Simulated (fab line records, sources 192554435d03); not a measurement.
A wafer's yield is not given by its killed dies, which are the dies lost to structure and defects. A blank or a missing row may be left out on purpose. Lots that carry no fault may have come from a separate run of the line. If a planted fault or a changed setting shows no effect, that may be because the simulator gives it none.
Problem report in the 8D (eight disciplines) form, filled by code + flow n5-finfet + the parts of the form that need people (team, actions taken, sign-off) are left out

== 1. WHAT WENT WRONG ==
At N5_PASSIVATION_PROBE_49, killed-at-front-end averages 151 over 3 wafers from 3 lots, while fault-free wafers read 37, standard deviation 11. That is +10 standard deviations from the usual mean.
First seen on wafer L337.3, day 13 18:30, on prober-02. The record has a number at this step for 12 wafers belonging to 4 lots. Rule for "out" (also "out of limits"): further than 4 standard deviations from the usual mean. All remaining wafers that have a number are taken as sound.

== 2. WHAT IT IS, AND WHAT IT ISN'T ==
| question                    | is                                                                          | is not                                                                                                                   |
|-----------------------------|-----------------------------------------------------------------------------|--------------------------------------------------------------------------------------------------------------------------|
| which readings at this step | killed-at-front-end, defect-limited-yield, killed-dies, sort_bin_5_function | killed_at_M0_to_M3, killed_at_M4_up, killed-at-contacts, killed-open, killed-short, sort_bin_4_leakage, sort_bin_8_speed |
| which lots                  | L337, L339, L342                                                            | L347                                                                                                                     |
| which wafers of those lots  | L337.3, L339.1, L342.3                                                      | L337.1, L337.6, L339.3, L339.6, L342.1, L342.2                                                                           |
| read on which tools         | prober-01, prober-02                                                        | -                                                                                                                        |
| when                        | from day 13 18:30                                                           | up to then (1 sound wafer); but 8 sound wafers of L337, L339, L342, L347 came after                                      |

== 3. THE SUSPECTS, EACH WITH WHAT RULES IT OUT ==
Counting: a tool at a process step up to the reading stays a suspect if it ran every lot that is out. Sound lots after the first of them don't rule it out here, since some wafers of a struck lot are sound.
- rie-si-01 at N5_PMOS_HMC_CHANNEL_EPI_FIN_RECESS_16 (chemistry HBr/Cl2, target Si, target depth 54 nm, time 18 s): kept. It ran every lot that is out, first L337 (day 2 11:53).
- At N5_PMOS_HMC_CHANNEL_EPI_FIN_RECESS_16, inside rie-si-01: chamber 1 took the wafers that are out, while their sound lot-mates went through chambers 0, 2, 3.
The count leaves rie-si-01 at N5_PMOS_HMC_CHANNEL_EPI_FIN_RECESS_16.

== 4. THE CAUSE (what the simulator had put in) ==
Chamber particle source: rie-si-01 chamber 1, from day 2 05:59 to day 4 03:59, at N5_PMOS_HMC_CHANNEL_EPI_FIN_RECESS_16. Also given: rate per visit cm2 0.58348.
After counting, this tool was the only one left.

== 5. SEQUENCE OF EFFECTS, ordered by route ==
Each row: a reading where the mean over the struck wafers with a number is more than 3 standard deviations away from the usual. Only readings whose record carries a usual standard deviation are examined. hours: median over the lots of the time between each lot's start at the first step of this table that gives one and its start at this step. sigmas: the change, counted in usual standard deviations.
| hours | step                    | reading              | usual  | on struck wafers | change | sigmas |
|-------|-------------------------|----------------------|--------|------------------|--------|--------|
| 0     | N5_PASSIVATION_PROBE_49 | defect-limited-yield | 91.4 % | 82.9             | -8.5   | -5.7   |
| 0     | N5_PASSIVATION_PROBE_49 | killed-at-front-end  | 37     | 151              | +114   | +10    |
| 0     | N5_PASSIVATION_PROBE_49 | killed-dies          | 102    | 202              | +100   | +5.6   |
| 0     | N5_PASSIVATION_PROBE_49 | sort_bin_5_function  | 5.0 %  | 10.9             | +5.9   | +6.0   |
| 0     | N5_PASSIVATION_PROBE_49 | sort-n-pass          | 1078   | 978              | -100   | -5.3   |
| 0     | N5_PASSIVATION_PROBE_49 | sort-yield-pct       | 91.3 % | 82.9             | -8.4   | -5.2   |
Its process steps:
- N5_PASSIVATION_PROBE_49

== 6. WHAT WOULD HAVE CAUGHT IT SOONER ==
In this record the first reading out of limits was taken at day 13 18:30, 277 hours after the fault began at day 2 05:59.
No tool reading at N5_PMOS_HMC_CHANNEL_EPI_FIN_RECESS_16 that has a usual standard deviation in the record was out on any struck wafer, so an alarm limit of 4 standard deviations on those readings would not have fired.
Lots out: 3; all had begun N5_PMOS_HMC_CHANNEL_EPI_FIN_RECESS_16 on rie-si-01 by day 13 18:30. None of them would have been spared by holding the tool at that moment.
